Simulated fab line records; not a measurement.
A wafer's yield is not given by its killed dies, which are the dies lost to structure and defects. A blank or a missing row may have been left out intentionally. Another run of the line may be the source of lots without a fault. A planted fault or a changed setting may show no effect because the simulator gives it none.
fab line records :: flow n5-finfet
record
  lots=7
  wafers=39
route steps=1938 shown BEOL_M15@1820 PAD_METAL@1896
start-h: hours from the record's first day to the start of the lot's first wafer shown :: wait-h: hours elapsed since this lot's preceding step :: " repeats the value in the row above :: L1.1+2: several wafers, shown together as one row :: - no value, or no start was given :: * or withheld: withheld :: < > ~ a bound
route shown NAME@n: NAME is a module with steps in the file, n the number in the route of the first one :: usual: average and standard deviation across the fault-free wafers :: same: alike in all rows :: chamber/n: place in a boat :: sites: the reading at each site :: _std_site: their standard deviation :: _edge_site: inner sites' mean taken away from outer sites' mean :: radius-mm: for every site, how far away it sits from the centre of the wafer :: mask NAME#n: copy n :: behind: tool/chamber where the wafer was last shaped :: hold: cause of the lot's hold/its duration in hours/its outcome :: device: whichever transistor did not switch (one of n, p or np) :: end of line: tests run on the same wafers once the route is complete :: where a step has no rows: the recipe by itself :: killed: dies that structure and defects cost at the first sort, which is not the same as the wafer's yield :: map: shows each die of a wafer: x if killed, . if not, _ if none is there
set.NAME: the setting as run; set.NAME@STEP: as run at that earlier step :: model.NAME: the simulator's own value behind a step, which no gauge read
one table per step and one row per wafer, for lots whose settings were changed on purpose
## steps
# step N5_BEOL_M15_SPUTTER_44
# recipe
  material=Ta
  target-thk-a=150
  temp-c=50
  bias-v=80
  power-w=15000
  chamber-pressure-pa=0.07
  time-s=24.19
lot.wafer: L074.1+2+3+4+5+6
tool: pvd-sputter-01
chamber: -
start-h: 295.63
wait-h: 0.0
set.target-thk-a: 150
model.Ta_of_BEOL_M15_SPUTTER_44.thk-nm: 14.8

lot.wafer: L075.1
tool: pvd-sputter-02
chamber: -
start-h: 308.68
wait-h: 0.0
set.target-thk-a: 114.7
model.Ta_of_BEOL_M15_SPUTTER_44.thk-nm: 11

lot.wafer: L075.2+4
tool: pvd-sputter-02
chamber: -
start-h: 308.68
wait-h: 0.0
set.target-thk-a: 114.7
model.Ta_of_BEOL_M15_SPUTTER_44.thk-nm: 11.4

lot.wafer: L075.3+5+6
tool: pvd-sputter-02
chamber: -
start-h: 308.68
wait-h: 0.0
set.target-thk-a: 150
model.Ta_of_BEOL_M15_SPUTTER_44.thk-nm: 14.8

lot.wafer: L082.1
tool: pvd-sputter-03
chamber: -
start-h: 346.46
wait-h: 0.0
set.target-thk-a: 234.8
model.Ta_of_BEOL_M15_SPUTTER_44.thk-nm: 23.2

lot.wafer: L082.2
tool: pvd-sputter-03
chamber: -
start-h: 346.46
wait-h: 0.0
set.target-thk-a: 234.8
model.Ta_of_BEOL_M15_SPUTTER_44.thk-nm: 23.6

lot.wafer: L082.3+5
tool: pvd-sputter-03
chamber: -
start-h: 346.46
wait-h: 0.0
set.target-thk-a: 150
model.Ta_of_BEOL_M15_SPUTTER_44.thk-nm: 14.8

lot.wafer: L082.4
tool: pvd-sputter-03
chamber: -
start-h: 346.46
wait-h: 0.0
set.target-thk-a: 234.8
model.Ta_of_BEOL_M15_SPUTTER_44.thk-nm: 23.4

lot.wafer: L082.6
tool: pvd-sputter-03
chamber: -
start-h: 346.46
wait-h: 0.0
set.target-thk-a: 150
model.Ta_of_BEOL_M15_SPUTTER_44.thk-nm: 15

lot.wafer: L089.3+6
tool: pvd-sputter-01
chamber: -
start-h: 365.58
wait-h: 0.0
set.target-thk-a: 150
model.Ta_of_BEOL_M15_SPUTTER_44.thk-nm: 14.8

lot.wafer: L089.4
tool: pvd-sputter-01
chamber: -
start-h: 365.58
wait-h: 0.0
set.target-thk-a: 150
model.Ta_of_BEOL_M15_SPUTTER_44.thk-nm: 14.6

lot.wafer: L087.1+3
tool: pvd-sputter-03
chamber: -
start-h: 367.25
wait-h: 0.0
set.target-thk-a: 82.38
model.Ta_of_BEOL_M15_SPUTTER_44.thk-nm: 8.6

lot.wafer: L087.2+4+6
tool: pvd-sputter-03
chamber: -
start-h: 367.25
wait-h: 0.0
set.target-thk-a: 150
model.Ta_of_BEOL_M15_SPUTTER_44.thk-nm: 15.4

lot.wafer: L087.5
tool: pvd-sputter-03
chamber: -
start-h: 367.25
wait-h: 0.0
set.target-thk-a: 82.38
model.Ta_of_BEOL_M15_SPUTTER_44.thk-nm: 8.4

lot.wafer: L088.1+3
tool: pvd-sputter-03
chamber: -
start-h: 382.94
wait-h: 0.0
set.target-thk-a: 99.97
model.Ta_of_BEOL_M15_SPUTTER_44.thk-nm: 10.2

lot.wafer: L088.2+6
tool: pvd-sputter-03
chamber: -
start-h: 382.94
wait-h: 0.0
set.target-thk-a: 150
model.Ta_of_BEOL_M15_SPUTTER_44.thk-nm: 15

lot.wafer: L088.4
tool: pvd-sputter-03
chamber: -
start-h: 382.94
wait-h: 0.0
set.target-thk-a: 150
model.Ta_of_BEOL_M15_SPUTTER_44.thk-nm: 15.4

lot.wafer: L088.5
tool: pvd-sputter-03
chamber: -
start-h: 382.94
wait-h: 0.0
set.target-thk-a: 99.97
model.Ta_of_BEOL_M15_SPUTTER_44.thk-nm: 10.4

lot.wafer: L090.1+5
tool: pvd-sputter-02
chamber: -
start-h: 394.16
wait-h: 0.0
set.target-thk-a: 150
model.Ta_of_BEOL_M15_SPUTTER_44.thk-nm: 14.8

lot.wafer: L090.2
tool: pvd-sputter-02
chamber: -
start-h: 394.16
wait-h: 0.0
set.target-thk-a: 150
model.Ta_of_BEOL_M15_SPUTTER_44.thk-nm: 14.6

lot.wafer: L090.3+4+6
tool: pvd-sputter-02
chamber: -
start-h: 394.16
wait-h: 0.0
set.target-thk-a: 186.9
model.Ta_of_BEOL_M15_SPUTTER_44.thk-nm: 18.4
# step N5_BEOL_M15_SPUTTER_45
# recipe
  material=Cu
  target-thk-a=1000
  temp-c=-20
  bias-v=60
  power-w=26000
  chamber-pressure-pa=0.13
  time-s=16.67
# step N5_BEOL_M15_ECD_47
# recipe
  material=Cu
  target-thk-a=18600
# step N5_BEOL_M15_ANNEAL_48
# recipe
  temp-c=225
  time-s=90
  ambient=N2
# step N5_BEOL_M15_CMP_49
# recipe
  stop-on=SiO2
  t-overpolish-s=4.9
  down-force-psi=2
  platen-rpm=80
  clearing-platen-down-force-psi=2
  clearing-platen-rpm=80
  post-cmp-clean=cu-alkaline
  target-thk-nm=850
  clearing-platen-pad-velocity-m-s=1.5917
  pad-velocity-m-s=1.5917
# usual
  barrier-field-endpoint-s=11.37/0.24
lot.wafer: L074.4
tool: cmp-01
chamber: 1
start-h: 296.38
wait-h: 0.1
set.target-thk-a@BEOL_M15_SPUTTER_44: 150
barrier-field-endpoint-s: 11.58

lot.wafer: L074.3
tool: cmp-01
chamber: 2
start-h: 296.38
wait-h: 0.1
set.target-thk-a@BEOL_M15_SPUTTER_44: 150
barrier-field-endpoint-s: 11.64

lot.wafer: L074.1
tool: cmp-01
chamber: 3
start-h: 296.38
wait-h: 0.1
set.target-thk-a@BEOL_M15_SPUTTER_44: 150
barrier-field-endpoint-s: 11.50

lot.wafer: L074.2
tool: cmp-01
chamber: 0
start-h: 296.38
wait-h: 0.1
set.target-thk-a@BEOL_M15_SPUTTER_44: 150
barrier-field-endpoint-s: 11.84

lot.wafer: L074.6
tool: cmp-01
chamber: 1
start-h: 296.38
wait-h: 0.1
set.target-thk-a@BEOL_M15_SPUTTER_44: 150
barrier-field-endpoint-s: 11.76

lot.wafer: L074.5
tool: cmp-01
chamber: 2
start-h: 296.38
wait-h: 0.1
set.target-thk-a@BEOL_M15_SPUTTER_44: 150
barrier-field-endpoint-s: 11.81

lot.wafer: L075.1
tool: cmp-01
chamber: 3
start-h: 309.42
wait-h: 0.3
set.target-thk-a@BEOL_M15_SPUTTER_44: 114.7
barrier-field-endpoint-s: 9.96

lot.wafer: L075.3
tool: cmp-01
chamber: 0
start-h: 309.42
wait-h: 0.3
set.target-thk-a@BEOL_M15_SPUTTER_44: 150
barrier-field-endpoint-s: 11.25

lot.wafer: L075.2
tool: cmp-01
chamber: 1
start-h: 309.42
wait-h: 0.3
set.target-thk-a@BEOL_M15_SPUTTER_44: 114.7
barrier-field-endpoint-s: 9.86

lot.wafer: L075.4
tool: cmp-01
chamber: 2
start-h: 309.42
wait-h: 0.3
set.target-thk-a@BEOL_M15_SPUTTER_44: 114.7
barrier-field-endpoint-s: 10.16

lot.wafer: L075.5
tool: cmp-01
chamber: 3
start-h: 309.42
wait-h: 0.3
set.target-thk-a@BEOL_M15_SPUTTER_44: 150
barrier-field-endpoint-s: 11.22

lot.wafer: L075.6
tool: cmp-01
chamber: 0
start-h: 309.42
wait-h: 0.3
set.target-thk-a@BEOL_M15_SPUTTER_44: 150
barrier-field-endpoint-s: 11.61

lot.wafer: L082.2
tool: cmp-02
chamber: 1
start-h: 347.23
wait-h: 0.2
set.target-thk-a@BEOL_M15_SPUTTER_44: 234.8
barrier-field-endpoint-s: 14.26

lot.wafer: L082.1
tool: cmp-02
chamber: 2
start-h: 347.23
wait-h: 0.2
set.target-thk-a@BEOL_M15_SPUTTER_44: 234.8
barrier-field-endpoint-s: 14.18

lot.wafer: L082.4
tool: cmp-02
chamber: 3
start-h: 347.23
wait-h: 0.2
set.target-thk-a@BEOL_M15_SPUTTER_44: 234.8
barrier-field-endpoint-s: 14.57

lot.wafer: L082.3
tool: cmp-02
chamber: 0
start-h: 347.23
wait-h: 0.2
set.target-thk-a@BEOL_M15_SPUTTER_44: 150
barrier-field-endpoint-s: 11.44

lot.wafer: L082.6
tool: cmp-02
chamber: 1
start-h: 347.23
wait-h: 0.2
set.target-thk-a@BEOL_M15_SPUTTER_44: 150
barrier-field-endpoint-s: 11.03

lot.wafer: L082.5
tool: cmp-02
chamber: 2
start-h: 347.23
wait-h: 0.2
set.target-thk-a@BEOL_M15_SPUTTER_44: 150
barrier-field-endpoint-s: 11.01

lot.wafer: L089.4
tool: cmp-01
chamber: 1
start-h: 366.40
wait-h: 0.2
set.target-thk-a@BEOL_M15_SPUTTER_44: 150
barrier-field-endpoint-s: 11.00

lot.wafer: L089.3
tool: cmp-01
chamber: 2
start-h: 366.40
wait-h: 0.2
set.target-thk-a@BEOL_M15_SPUTTER_44: 150
barrier-field-endpoint-s: 11.33

lot.wafer: L089.6
tool: cmp-01
chamber: 3
start-h: 366.40
wait-h: 0.2
set.target-thk-a@BEOL_M15_SPUTTER_44: 150
barrier-field-endpoint-s: 10.77

lot.wafer: L087.3
tool: cmp-02
chamber: 2
start-h: 367.99
wait-h: 0.2
set.target-thk-a@BEOL_M15_SPUTTER_44: 82.38
barrier-field-endpoint-s: 8.79

lot.wafer: L087.1
tool: cmp-02
chamber: 3
start-h: 367.99
wait-h: 0.2
set.target-thk-a@BEOL_M15_SPUTTER_44: 82.38
barrier-field-endpoint-s: 9.03

lot.wafer: L087.2
tool: cmp-02
chamber: 0
start-h: 367.99
wait-h: 0.2
set.target-thk-a@BEOL_M15_SPUTTER_44: 150
barrier-field-endpoint-s: 11.36

lot.wafer: L087.4
tool: cmp-02
chamber: 1
start-h: 367.99
wait-h: 0.2
set.target-thk-a@BEOL_M15_SPUTTER_44: 150
barrier-field-endpoint-s: 11.29

lot.wafer: L087.6
tool: cmp-02
chamber: 2
start-h: 367.99
wait-h: 0.2
set.target-thk-a@BEOL_M15_SPUTTER_44: 150
barrier-field-endpoint-s: 11.36

lot.wafer: L087.5
tool: cmp-02
chamber: 3
start-h: 367.99
wait-h: 0.2
set.target-thk-a@BEOL_M15_SPUTTER_44: 82.38
barrier-field-endpoint-s: 9.02

lot.wafer: L088.1
tool: cmp-02
chamber: 2
start-h: 383.94
wait-h: 0.5
set.target-thk-a@BEOL_M15_SPUTTER_44: 99.97
barrier-field-endpoint-s: 9.33

lot.wafer: L088.3
tool: cmp-02
chamber: 3
start-h: 383.94
wait-h: 0.5
set.target-thk-a@BEOL_M15_SPUTTER_44: 99.97
barrier-field-endpoint-s: 9.45

lot.wafer: L088.4
tool: cmp-02
chamber: 0
start-h: 383.94
wait-h: 0.5
set.target-thk-a@BEOL_M15_SPUTTER_44: 150
barrier-field-endpoint-s: 11.28

lot.wafer: L088.2
tool: cmp-02
chamber: 1
start-h: 383.94
wait-h: 0.5
set.target-thk-a@BEOL_M15_SPUTTER_44: 150
barrier-field-endpoint-s: 10.93

lot.wafer: L088.6
tool: cmp-02
chamber: 2
start-h: 383.94
wait-h: 0.5
set.target-thk-a@BEOL_M15_SPUTTER_44: 150
barrier-field-endpoint-s: 11.12

lot.wafer: L088.5
tool: cmp-02
chamber: 3
start-h: 383.94
wait-h: 0.5
set.target-thk-a@BEOL_M15_SPUTTER_44: 99.97
barrier-field-endpoint-s: 9.64

lot.wafer: L090.3
tool: cmp-04
chamber: 0
start-h: 395.24
wait-h: 0.2
set.target-thk-a@BEOL_M15_SPUTTER_44: 186.9
barrier-field-endpoint-s: 12.74

lot.wafer: L090.2
tool: cmp-04
chamber: 1
start-h: 395.24
wait-h: 0.2
set.target-thk-a@BEOL_M15_SPUTTER_44: 150
barrier-field-endpoint-s: 11.27

lot.wafer: L090.4
tool: cmp-04
chamber: 2
start-h: 395.24
wait-h: 0.2
set.target-thk-a@BEOL_M15_SPUTTER_44: 186.9
barrier-field-endpoint-s: 12.81

lot.wafer: L090.1
tool: cmp-04
chamber: 3
start-h: 395.24
wait-h: 0.2
set.target-thk-a@BEOL_M15_SPUTTER_44: 150
barrier-field-endpoint-s: 11.33

lot.wafer: L090.6
tool: cmp-04
chamber: 0
start-h: 395.24
wait-h: 0.2
set.target-thk-a@BEOL_M15_SPUTTER_44: 186.9
barrier-field-endpoint-s: 12.62

lot.wafer: L090.5
tool: cmp-04
chamber: 1
start-h: 395.24
wait-h: 0.2
set.target-thk-a@BEOL_M15_SPUTTER_44: 150
barrier-field-endpoint-s: 11.42
# step N5_PASSIVATION_AL_DEP_21
# recipe
  material=Al
  target-thk-a=28000
  temp-c=400
  time-s=170
  power-w=30000
  chamber-pressure-pa=0.4
  gas=Ar
lot.wafer: L074.1
tool: pvd-sputter-03
chamber: -
start-h: 305.29
wait-h: 0.1
set.time-s: 170
model.Al_of_PASSIVATION_AL_DEP_21.thk-nm: 2790

lot.wafer: L074.2
tool: pvd-sputter-03
chamber: -
start-h: 305.29
wait-h: 0.1
set.time-s: 170
model.Al_of_PASSIVATION_AL_DEP_21.thk-nm: 2815

lot.wafer: L074.3
tool: pvd-sputter-03
chamber: -
start-h: 305.29
wait-h: 0.1
set.time-s: 170
model.Al_of_PASSIVATION_AL_DEP_21.thk-nm: 2794

lot.wafer: L074.4
tool: pvd-sputter-03
chamber: -
start-h: 305.29
wait-h: 0.1
set.time-s: 170
model.Al_of_PASSIVATION_AL_DEP_21.thk-nm: 2813

lot.wafer: L074.5
tool: pvd-sputter-03
chamber: -
start-h: 305.29
wait-h: 0.1
set.time-s: 170
model.Al_of_PASSIVATION_AL_DEP_21.thk-nm: 2801

lot.wafer: L074.6
tool: pvd-sputter-03
chamber: -
start-h: 305.29
wait-h: 0.1
set.time-s: 170
model.Al_of_PASSIVATION_AL_DEP_21.thk-nm: 2818

lot.wafer: L075.1
tool: pvd-sputter-03
chamber: -
start-h: 318.48
wait-h: 0.1
set.time-s: 170
model.Al_of_PASSIVATION_AL_DEP_21.thk-nm: 2754

lot.wafer: L075.2
tool: pvd-sputter-03
chamber: -
start-h: 318.48
wait-h: 0.1
set.time-s: 170
model.Al_of_PASSIVATION_AL_DEP_21.thk-nm: 2766

lot.wafer: L075.3
tool: pvd-sputter-03
chamber: -
start-h: 318.48
wait-h: 0.1
set.time-s: 240
model.Al_of_PASSIVATION_AL_DEP_21.thk-nm: 3909

lot.wafer: L075.4
tool: pvd-sputter-03
chamber: -
start-h: 318.48
wait-h: 0.1
set.time-s: 240
model.Al_of_PASSIVATION_AL_DEP_21.thk-nm: 3908

lot.wafer: L075.5
tool: pvd-sputter-03
chamber: -
start-h: 318.48
wait-h: 0.1
set.time-s: 170
model.Al_of_PASSIVATION_AL_DEP_21.thk-nm: 2742

lot.wafer: L075.6
tool: pvd-sputter-03
chamber: -
start-h: 318.48
wait-h: 0.1
set.time-s: 240
model.Al_of_PASSIVATION_AL_DEP_21.thk-nm: 3900

lot.wafer: L082.1
tool: pvd-sputter-03
chamber: -
start-h: 357.03
wait-h: 0.1
set.time-s: 170
model.Al_of_PASSIVATION_AL_DEP_21.thk-nm: 2773

lot.wafer: L082.2
tool: pvd-sputter-03
chamber: -
start-h: 357.03
wait-h: 0.1
set.time-s: 170
model.Al_of_PASSIVATION_AL_DEP_21.thk-nm: 2765

lot.wafer: L082.3
tool: pvd-sputter-03
chamber: -
start-h: 357.03
wait-h: 0.1
set.time-s: 170
model.Al_of_PASSIVATION_AL_DEP_21.thk-nm: 2779

lot.wafer: L082.4
tool: pvd-sputter-03
chamber: -
start-h: 357.03
wait-h: 0.1
set.time-s: 170
model.Al_of_PASSIVATION_AL_DEP_21.thk-nm: 2762

lot.wafer: L082.5
tool: pvd-sputter-03
chamber: -
start-h: 357.03
wait-h: 0.1
set.time-s: 170
model.Al_of_PASSIVATION_AL_DEP_21.thk-nm: 2766

lot.wafer: L082.6
tool: pvd-sputter-03
chamber: -
start-h: 357.03
wait-h: 0.1
set.time-s: 170
model.Al_of_PASSIVATION_AL_DEP_21.thk-nm: 2756

lot.wafer: L089.3
tool: pvd-sputter-03
chamber: -
start-h: 374.84
wait-h: 0.1
set.time-s: 170
model.Al_of_PASSIVATION_AL_DEP_21.thk-nm: 2780

lot.wafer: L089.4
tool: pvd-sputter-03
chamber: -
start-h: 374.84
wait-h: 0.1
set.time-s: 170
model.Al_of_PASSIVATION_AL_DEP_21.thk-nm: 2778

lot.wafer: L089.6
tool: pvd-sputter-03
chamber: -
start-h: 374.84
wait-h: 0.1
set.time-s: 170
model.Al_of_PASSIVATION_AL_DEP_21.thk-nm: 2777

lot.wafer: L087.1
tool: pvd-sputter-01
chamber: -
start-h: 376.77
wait-h: 0.1
set.time-s: 170
model.Al_of_PASSIVATION_AL_DEP_21.thk-nm: 2842

lot.wafer: L087.2
tool: pvd-sputter-01
chamber: -
start-h: 376.77
wait-h: 0.1
set.time-s: 170
model.Al_of_PASSIVATION_AL_DEP_21.thk-nm: 2807

lot.wafer: L087.3
tool: pvd-sputter-01
chamber: -
start-h: 376.77
wait-h: 0.1
set.time-s: 96.99
model.Al_of_PASSIVATION_AL_DEP_21.thk-nm: 1619

lot.wafer: L087.4
tool: pvd-sputter-01
chamber: -
start-h: 376.77
wait-h: 0.1
set.time-s: 96.99
model.Al_of_PASSIVATION_AL_DEP_21.thk-nm: 1620

lot.wafer: L087.5
tool: pvd-sputter-01
chamber: -
start-h: 376.77
wait-h: 0.1
set.time-s: 96.99
model.Al_of_PASSIVATION_AL_DEP_21.thk-nm: 1634

lot.wafer: L087.6
tool: pvd-sputter-01
chamber: -
start-h: 376.77
wait-h: 0.1
set.time-s: 170
model.Al_of_PASSIVATION_AL_DEP_21.thk-nm: 2811

lot.wafer: L088.1
tool: pvd-sputter-01
chamber: -
start-h: 392.12
wait-h: 0.1
set.time-s: 170
model.Al_of_PASSIVATION_AL_DEP_21.thk-nm: 2827

lot.wafer: L088.2+6
tool: pvd-sputter-01
chamber: -
start-h: 392.12
wait-h: 0.1
set.time-s: 143.9
model.Al_of_PASSIVATION_AL_DEP_21.thk-nm: 2389

lot.wafer: L088.3
tool: pvd-sputter-01
chamber: -
start-h: 392.12
wait-h: 0.1
set.time-s: 143.9
model.Al_of_PASSIVATION_AL_DEP_21.thk-nm: 2412

lot.wafer: L088.4
tool: pvd-sputter-01
chamber: -
start-h: 392.12
wait-h: 0.1
set.time-s: 170
model.Al_of_PASSIVATION_AL_DEP_21.thk-nm: 2855

lot.wafer: L088.5
tool: pvd-sputter-01
chamber: -
start-h: 392.12
wait-h: 0.1
set.time-s: 170
model.Al_of_PASSIVATION_AL_DEP_21.thk-nm: 2850

lot.wafer: L090.1
tool: pvd-sputter-03
chamber: -
start-h: 404.47
wait-h: 0.1
set.time-s: 226.6
model.Al_of_PASSIVATION_AL_DEP_21.thk-nm: 3735

lot.wafer: L090.2
tool: pvd-sputter-03
chamber: -
start-h: 404.47
wait-h: 0.1
set.time-s: 170
model.Al_of_PASSIVATION_AL_DEP_21.thk-nm: 2787

lot.wafer: L090.3
tool: pvd-sputter-03
chamber: -
start-h: 404.47
wait-h: 0.1
set.time-s: 170
model.Al_of_PASSIVATION_AL_DEP_21.thk-nm: 2766

lot.wafer: L090.4
tool: pvd-sputter-03
chamber: -
start-h: 404.47
wait-h: 0.1
set.time-s: 226.6
model.Al_of_PASSIVATION_AL_DEP_21.thk-nm: 3692

lot.wafer: L090.5
tool: pvd-sputter-03
chamber: -
start-h: 404.47
wait-h: 0.1
set.time-s: 226.6
model.Al_of_PASSIVATION_AL_DEP_21.thk-nm: 3671

lot.wafer: L090.6
tool: pvd-sputter-03
chamber: -
start-h: 404.47
wait-h: 0.1
set.time-s: 170
model.Al_of_PASSIVATION_AL_DEP_21.thk-nm: 2771
## key
split
  step=N5_BEOL_M15_SPUTTER_44
  setting=target-thk-a
  stated=150
  by=wafer
response
  step=N5_BEOL_M15_SPUTTER_44
  reading=model.Ta_of_BEOL_M15_SPUTTER_44.thk-nm
  change=+0.15
  per=1%
  r=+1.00
response
  step=N5_BEOL_M15_CMP_49
  reading=barrier-field-endpoint-s
  change=+0.0544
  per=1%
  r=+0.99
split
  step=N5_PASSIVATION_AL_DEP_21
  setting=time-s
  stated=170
  by=wafer
response
  step=N5_PASSIVATION_AL_DEP_21
  reading=model.Al_of_PASSIVATION_AL_DEP_21.thk-nm
  change=+27.9
  per=1%
  r=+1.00
